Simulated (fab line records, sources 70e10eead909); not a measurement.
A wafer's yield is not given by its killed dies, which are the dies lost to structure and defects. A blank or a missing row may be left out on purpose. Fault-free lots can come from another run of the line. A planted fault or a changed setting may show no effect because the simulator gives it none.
fab line records	flow nandHarc
record lots=11	wafers=33	lastDay=34
route steps=1302 shown A_SLIT@940 A_WL_FILL@967
lots that met no fault: from a run of the same line without faults
startH: hours from the record's opening day to when the first of the lot's shown wafers began	waitH: how many hours have passed since the lot's step before this one	" identical to the entry in the row above	L1.1+2: a row that stands for several wafers	- no value, or no start given	* or withheld: withheld	< > ~ a bound
route shown NAME@n: NAME is a module with steps in the file, n the number in the route of the first one	usual: mean/standard deviation of fault-free wafers	same: alike in all rows	chamber/n: place in a boat	sites: each site's reading	_std_site: standard deviation across them	_edge_site: the outer-site mean with the inner-site mean subtracted	radiusMm: how far each site lies from the wafer's centre	mask NAME#n: copy n	behind: tool/chamber where the wafer was last shaped	hold: what put the lot on hold/how long, in hours/how the hold closed	device: the transistor (n, p or np) that didn't switch	end of line: tests of these same wafers at the route's end	for a step that has no rows: nothing shown but its recipe	killed: not the wafer's yield, but the dies lost to structure and defects at the first sort	map: the dies of a wafer, with x for killed, . for not killed, _ for no die there
set.NAME: the setting the step ran with; set.NAME@STEP: the setting that earlier step ran with	model.NAME: the simulator's own value behind a step, which no gauge read
steps of the route over a sample of lots; a table a step, a row a wafer
services: a tool's chamber out of use, with start hour (startH, from the record's first day; less than 0 if before it), hours out, and reason
## steps
# step NHARC_A_SLIT_ETCH_26
# recipe biasV=400	sourceW=2000	pressureMtorr=25	timeS=90	arFlowSccm=375	c4f8FlowSccm=41.7	o2FlowSccm=83.3	targetDepthA=4000	chemistry=C4F8/O2/Ar
# usual drypumpMotorCurrentA=6.03/0.13	heBacksideLeakSccm=6.5/0.85	oesAirLineAu=1.000/0.02	showerheadPlenumPTorr=3.67/0.036	throttleValvePct=27.619/0.0095
lot.wafer	tool	chamber	startH	waitH	drypumpMotorCurrentA	heBacksideLeakSccm	oesAirLineAu	rfHoursCounterH	showerheadPlenumPTorr	throttleValvePct
L493.2	harEtch-02	1	457.72	3.0	6.19	5.9	1.010	42	3.73	27.621
L493.6	"	1	"	"	6.19	6.1	0.990	-	3.73	27.618
L493.5	"	0	"	"	5.97	6.1	1.001	-	3.73	27.633
L494.4	harEtch-02	0	467.92	1.9	5.97	6.1	1.049	-	3.72	27.624
L494.3	"	1	"	"	6.20	5.5	1.007	-	3.72	27.621
L494.6	"	1	"	"	6.20	6.2	1.006	-	3.72	27.619
L505.1	harEtch-01	1	574.86	2.4	5.84	6.3	1.003	321	3.64	27.643
L505.3	"	0	"	"	6.09	5.8	0.990	-	3.64	27.614
L505.4	"	1	"	"	5.84	6.4	0.999	-	3.64	27.613
L507.1	harEtch-01	0	606.96	3.1	6.09	6.2	1.012	337	3.63	27.617
L507.2	"	1	"	"	5.85	6.8	1.027	337	3.63	27.597
L507.5	"	0	"	"	6.08	6.0	1.049	-	3.63	27.621
L508.4	harEtch-02	1	615.05	1.3	6.19	6.1	0.984	-	3.68	27.621
L508.6	"	0	"	"	5.97	6.2	1.002	-	3.68	27.609
L508.5	"	1	"	"	6.18	5.9	0.991	-	3.68	27.607
L510.1	harEtch-01	1	634.40	3.0	5.85	7.1	0.979	356	3.62	27.623
L510.4	"	1	"	"	5.82	6.9	0.991	-	3.62	27.629
L510.5	"	1	"	"	5.85	6.9	1.018	-	3.62	27.623
L512.2	harEtch-02	1	637.76	3.0	6.19	6.2	0.964	145	3.67	27.614
L512.3	"	0	"	"	6.00	6.7	1.005	-	3.67	27.613
L512.6	"	0	"	"	5.99	6.6	1.000	-	3.67	27.614
L513.4	harEtch-01	1	669.85	1.3	5.85	6.9	0.962	-	3.61	27.615
L513.6	"	0	"	"	6.09	6.5	1.002	-	3.61	27.618
L513.5	"	1	"	"	5.83	6.9	0.977	-	3.61	27.620
L514.2	harEtch-01	0	680.01	3.0	6.07	6.3	1.019	379	3.61	27.611
L514.3	"	0	"	"	6.08	6.3	1.008	-	3.61	27.615
L514.6	"	1	"	"	5.88	7.0	1.014	-	3.61	27.613
L516.4	harEtch-01	1	688.27	1.9	5.85	7.2	1.016	-	3.61	27.614
L516.3	"	0	"	"	6.09	6.4	1.016	-	3.61	27.645
L516.6	"	0	"	"	6.08	6.3	1.017	-	3.61	27.602
L515.4	harEtch-02	1	690.80	1.9	6.19	6.5	0.978	-	3.65	27.595
L515.3	"	0	"	"	5.99	6.7	0.997	-	3.66	27.615
L515.5	"	1	"	"	6.18	6.1	0.990	-	3.65	27.610
# step NHARC_A_WL_FILL_STRIP_29
# recipe timeS=20	o2FlowSccm=500	arFlowSccm=0	biasW=0	chemistry=O2
# usual drypumpMotorCurrentA=5.8/0.4	oesProductAu=1.004/0.01	rfVppV=58.0/0.72	showerheadPlenumPTorr=3.58/0.14	throttleValvePct=17.037/0.0083
lot.wafer	tool	chamber	startH	waitH	drypumpMotorCurrentA	oesProductAu	rfHoursCounterH	rfVppV	showerheadPlenumPTorr	throttleValvePct
L493.2	rieDiel-12	3	477.10	0.1	5.6	0.998	1.4	57.6	3.42	17.038
L493.6	"	2	"	"	5.9	1.009	-	57.3	3.55	17.041
L493.5	"	3	"	"	5.6	1.005	-	57.3	3.42	17.037
L494.3	rieDiel-12	0	487.41	0.1	6.3	1.018	1.8	57.6	3.34	17.047
L494.4	"	2	"	"	5.9	0.995	-	57.8	3.55	17.039
L494.6	"	0	"	"	6.2	1.010	-	57.1	3.34	17.046
L505.1	rieDiel-12	2	595.42	0.1	5.9	0.996	7.8	58.2	3.54	17.034
L505.4	"	3	"	"	5.6	1.022	7.6	58.2	3.42	17.037
L505.3	"	1	"	"	5.4	1.021	7.6	57.2	3.67	17.041
L507.2	rieDiel-11	3	626.78	0.1	5.6	1.009	0.1	58.0	3.74	17.050
L507.1	"	0	"	"	6.5	1.005	0.1	58.5	3.76	17.055
L507.5	"	2	"	"	5.8	1.009	-	57.9	3.74	17.045
L508.4	rieDiel-12	1	636.53	0.1	5.4	1.000	0.0	57.6	3.67	17.040
L508.6	"	3	"	"	5.6	1.009	-	56.8	3.42	17.031
L508.5	"	0	"	"	6.2	1.009	-	57.9	3.34	17.039
L512.2	rieDiel-12	2	655.09	0.1	5.9	0.992	0.8	57.9	3.54	17.047
L512.3	"	3	"	"	5.6	0.997	1.0	57.4	3.42	17.032
L512.6	"	1	"	"	5.4	0.999	-	58.1	3.67	17.049
L510.4	rieDiel-11	0	655.13	0.1	6.4	1.002	1.0	58.0	3.76	17.019
L510.1	"	3	"	"	5.6	1.004	1.0	58.5	3.74	17.038
L510.5	"	0	"	"	6.4	0.997	-	57.7	3.76	17.042
L513.4	rieDiel-11	1	689.66	0.1	6.1	0.997	1.3	58.1	3.54	17.030
L513.6	"	2	"	"	5.7	1.018	-	58.2	3.74	17.030
L513.5	"	3	"	"	5.6	1.011	-	57.8	3.74	17.046
L514.3	rieDiel-10	0	699.95	0.1	6.3	1.005	2.5	57.7	3.40	17.041
L514.2	"	2	"	"	5.0	0.985	3.5	58.7	3.56	17.030
L514.6	"	1	"	"	5.8	0.987	-	58.1	3.66	17.027
L516.3	rieDiel-11	2	710.75	0.1	5.7	0.991	1.7	57.1	3.74	17.038
L516.4	"	3	"	"	5.6	1.011	1.9	57.9	3.74	17.027
L516.6	"	3	"	"	5.6	1.008	-	59.1	3.74	17.044
L515.4	rieDiel-12	3	725.69	0.1	5.6	1.011	3.9	56.9	3.42	17.033
L515.3	"	1	"	"	5.4	0.995	3.8	58.7	3.67	17.039
L515.5	"	3	"	"	5.6	1.003	-	57.6	3.42	17.060
# step NHARC_A_WL_FILL_ETCHBACK_17
# recipe targetDepthA=40	timeS=26.7	chemistry=Cl2/BCl3
# usual drypumpMotorCurrentA=5.58/0.27	heBacksideLeakSccm=3.35/0.18	oesProductAu=0.997/0.0084
lot.wafer	tool	chamber	startH	waitH	drypumpMotorCurrentA	heBacksideLeakSccm	oesProductAu	rfHoursCounterH
L493.2	rieMetal-01	1	477.18	-	5.35	3.36	0.984	1.3
L493.6	"	1	"	"	5.35	3.09	0.993	-
L493.5	"	0	"	"	5.94	3.51	0.987	-
L494.3	rieMetal-02	1	487.54	-	5.55	3.28	1.013	-
L494.4	"	0	"	"	5.67	3.60	1.007	-
L494.6	"	1	"	"	5.54	3.30	1.003	-
L505.1	rieMetal-01	1	595.54	-	5.34	3.17	0.987	0.2
L505.4	"	0	"	"	5.95	3.72	0.993	-
L505.3	"	1	"	"	5.35	3.20	0.990	-
L507.2	rieMetal-03	0	626.86	-	5.21	3.49	1.006	1.5
L507.1	"	1	"	"	5.78	3.41	0.996	1.5
L507.5	"	0	"	"	5.23	3.13	0.999	-
L508.4	rieMetal-03	1	636.67	-	5.78	3.32	0.989	-
L508.6	"	0	"	"	5.21	3.28	0.986	-
L508.5	"	1	"	"	5.79	3.22	0.990	-
L512.2	rieMetal-01	1	655.19	-	5.36	3.25	0.984	1.1
L512.3	"	0	"	"	5.95	3.54	1.003	-
L512.6	"	0	"	"	5.94	3.55	1.007	-
L510.1	rieMetal-02	1	655.22	-	5.55	3.39	1.002	0.7
L510.4	"	1	"	"	5.53	3.37	1.002	-
L510.5	"	1	"	"	5.55	3.29	1.003	-
L513.4	rieMetal-03	1	689.78	-	5.79	3.15	1.007	-
L513.6	"	1	"	"	5.78	3.28	1.009	-
L513.5	"	0	"	"	5.23	3.43	0.991	-
L514.2	rieMetal-02	0	700.06	-	5.64	3.46	0.994	0.7
L514.3	"	1	"	"	5.59	3.37	0.994	-
L514.6	"	1	"	"	5.56	3.28	0.995	-
L516.3	rieMetal-01	1	710.89	-	5.36	3.20	0.990	-
L516.4	"	0	"	"	5.93	3.53	0.986	-
L516.6	"	1	"	"	5.35	3.36	0.987	-
L515.3	rieMetal-01	0	725.82	-	5.95	3.59	1.004	-
L515.4	"	1	"	"	5.37	3.16	0.994	-
L515.5	"	1	"	"	5.36	3.20	0.991	-
# step NHARC_A_WL_FILL_ETCHBACK_26
# recipe targetDepthA=520	timeS=13.3	hbrFlowSccm=150	rfW=350	icpW=350	biasW=60	chemistry=HBr
# usual drypumpMotorCurrentA=5.7/0.45	heBacksideLeakSccm=2.69/0.25	oesProductAu=1.004/0.0098	throttleValvePct=23.266/0.0086
lot.wafer	tool	chamber	startH	waitH	drypumpMotorCurrentA	heBacksideLeakSccm	oesProductAu	rfHoursCounterH	throttleValvePct
L493.2	rieSi-04	1	483.00	0.4	5.2	2.42	0.999	0.90	23.264
L493.6	"	0	"	"	5.3	2.99	1.002	-	23.249
L493.5	"	1	"	"	5.2	2.48	0.995	-	23.266
L494.3	rieSi-04	3	492.70	0.4	6.0	2.79	1.012	0.88	23.275
L494.4	"	0	"	"	5.3	2.99	1.001	0.85	23.273
L494.6	"	2	"	"	5.1	2.82	1.016	-	23.256
L505.3	rieSi-04	1	600.75	0.4	5.2	2.62	0.995	0.45	23.273
L505.1	"	3	"	"	6.0	2.84	0.985	0.55	23.266
L505.4	"	0	"	"	5.3	3.08	0.782	0.51	23.257
L507.1	rieSi-01	3	632.09	0.4	5.7	2.39	1.013	0.46	23.259
L507.2	"	2	"	"	5.1	2.46	1.024	0.40	23.275
L507.5	"	0	"	"	6.0	2.73	1.003	-	23.272
L508.4	rieSi-01	1	641.99	0.4	6.4	2.31	1.001	0.51	23.262
L508.5	"	3	"	"	5.7	2.48	1.008	-	23.256
L508.6	"	0	"	"	6.0	2.73	0.996	-	23.286
L512.2	rieSi-02	1	660.40	0.4	6.4	2.78	1.003	0.14	23.242
L512.3	"	0	"	"	5.4	2.43	1.008	0.12	23.257
L512.6	"	3	"	"	5.9	2.79	1.001	-	23.278
L510.1	rieSi-01	1	660.42	0.4	6.4	2.57	0.987	0.64	23.266
L510.4	"	2	"	"	5.1	2.45	1.018	0.64	23.267
L510.5	"	0	"	"	6.0	2.94	1.009	-	23.252
L513.4	rieSi-02	1	695.02	0.4	6.4	2.91	1.002	0.35	23.274
L513.6	"	2	"	"	6.0	2.76	1.004	-	23.261
L513.5	"	3	"	"	5.9	2.91	0.996	-	23.248
L514.2	rieSi-01	0	705.20	0.4	6.0	2.77	0.987	0.93	23.282
L514.3	"	1	"	"	6.4	3.46	0.995	0.88	23.252
L514.6	"	1	"	"	6.4	2.25	0.997	-	23.265
L516.4	rieSi-04	2	716.09	0.4	5.2	2.77	1.011	0.08	23.271
L516.3	"	3	"	"	6.0	2.83	1.008	0.04	23.278
L516.6	"	3	"	"	6.0	2.59	1.015	-	23.273
L515.3	rieSi-02	3	731.01	0.4	5.9	2.87	0.998	0.59	23.253
L515.4	"	2	"	"	6.1	2.77	0.992	0.51	23.275
L515.5	"	3	"	"	5.9	2.99	0.987	-	23.268
## services
tool	chamber	startH	hours	kind
rieDiel-12	-	445.48	9.0	pm
rieDiel-11	0	454.71	8.3	repair
rieDiel-12	3	479.57	10.5	repair
rieSi-01	2	507.18	11.4	repair
rieSi-04	-	519.00	9.0	pm
rieDiel-11	2	529.20	7.6	repair
rieSi-04	1	532.27	5.3	repair
rieSi-04	-	536.31	0.2	repair
rieSi-01	2	542.65	2.1	repair
rieSi-04	2	543.62	1.8	repair
rieSi-01	-	547.00	9.0	pm
rieSi-01	2	573.05	6.9	repair
rieMetal-01	-	575.00	9.0	pm
rieDiel-11	2	593.03	18.1	repair
rieSi-01	1	597.86	7.1	repair
rieDiel-11	-	609.50	9.0	pm
rieDiel-12	-	622.48	9.0	pm
rieSi-04	1	659.22	6.0	repair
rieDiel-11	1	670.52	5.3	repair
rieSi-01	3	692.53	7.8	repair
rieDiel-11	-	695.72	0.2	repair
rieSi-04	-	696.00	9.0	pm
rieSi-01	2	703.91	8.2	repair
rieDiel-12	-	707.55	0.5	repair
## key
firstSign step=NHARC_A_WL_FILL_ETCHBACK_26	reading=oesProductAu	direction=down	sigmas=23	usual=1.004	struck=0.782
effect none on later readings
metAt NHARC_A_WL_FILL_ETCHBACK_26
struckLots L505
struckWafers L505.4
testerLeftOut L505
notActingAt NHARC_A_SLIT_ETCH_26,NHARC_A_WL_FILL_STRIP_29,NHARC_A_WL_FILL_ETCHBACK_17
onsetBetween 492.70 600.75
fault kind=processParameterDrift	tool=rieSi-04	chamber=0	onsetH=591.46	steps=NHARC_A_WL_FILL_ETCHBACK_26	channel=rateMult	offset=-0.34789	shape=step	endH=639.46
# testerLeftOut: of these lots the tester's yield and bins aren't shown, on N5 and GAA mostly nor the transistor test; their killed dies are dies lost to structure and defects alone, not to doping, threshold or leakage, so they don't give the yield
